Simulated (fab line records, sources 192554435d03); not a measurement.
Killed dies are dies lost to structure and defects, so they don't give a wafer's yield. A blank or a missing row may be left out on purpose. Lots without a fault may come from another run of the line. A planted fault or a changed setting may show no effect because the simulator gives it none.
Which tool did it? | flow n5_finfet | 24 lots, 72 wafers sampled, at 1 step of a route of 1938

WHAT THE GAUGES READ, wafer by wafer
N5_MOL_CONTACT_COAG_INSPECT_42: inspects for defects (brightfield).
lot  | measured     | on                | raw_defect_count
L074 | day 5 04:05  | defect_inspect-02 | 144 147 85
L075 | day 5 14:34  | defect_inspect-01 | 202 190 187
L076 | day 5 16:38  | defect_inspect-02 | 156 155 189
L077 | day 5 20:15  | defect_inspect-01 | 334 287 290
L078 | day 6 05:35  | defect_inspect-01 | 248 211 287
L079 | day 6 09:26  | defect_inspect-02 | 234 227 212
L081 | day 7 06:57  | defect_inspect-01 | 195 185 229
L080 | day 7 12:22  | defect_inspect-01 | 370 193 148
L082 | day 7 12:46  | defect_inspect-02 | 135 194 214
L083 | day 7 15:49  | defect_inspect-02 | 228 224 211
L084 | day 7 20:07  | defect_inspect-02 | 170 243 210
L085 | day 8 00:46  | defect_inspect-01 | 175 146 169
L086 | day 8 04:50  | defect_inspect-02 | 177 253 177
L087 | day 8 09:09  | defect_inspect-02 | 125 156 162
L088 | day 8 16:13  | defect_inspect-02 | 159 259 173
L089 | day 8 19:56  | defect_inspect-01 | 225 213 145
L090 | day 9 04:14  | defect_inspect-01 | 251 249 239
L091 | day 9 13:26  | defect_inspect-01 | 178 206 205
L092 | day 9 16:05  | defect_inspect-01 | 199 165 187
L093 | day 9 21:08  | defect_inspect-01 | 283 148 158
L095 | day 10 09:04 | defect_inspect-01 | 249 220 233
L094 | day 10 09:15 | defect_inspect-01 | 192 164 239
L096 | day 10 16:30 | defect_inspect-01 | 151 186 185
L097 | day 10 22:06 | defect_inspect-01 | 173 167 179

WHICH TOOL RAN EACH LOT (tool, then ch and the chambers of the sampled wafers, then the start)
The record holds no process step before these readings.

WHAT THE TOOLS THEMSELVES READ (means of the sampled wafers that have a number; where no wafer has one, the mark that the record gives instead)
The record holds no such reading with a usual standard deviation.

THE ANSWER, worked out from the rows above alone
Rule: what is usual is taken from the lots themselves. Put in order of their means at a reading, lots are off if they are a third of the lots or fewer, leave a main group of 4 or more, and stand apart from it by a gap of 3 or more times the standard deviation of the main group's means; of several such gaps the widest counts. A main group whose means are all the same, to the digits that the tables above print for the reading, isn't used. A lot without any number at a reading at which 4 lots or more have one is off too. The other lots that the step has rows for count as sound. The gauges are gone through in route order, then the tools' own readings, and for those a lot's mean is taken as printed above. The first step at which some lot is off is used, and at that step the reading that is off furthest; a lot without a number counts as furthest.
No lot is off at any reading shown: from this, nothing can be told.

WHAT THE SIMULATOR HAD PUT IN
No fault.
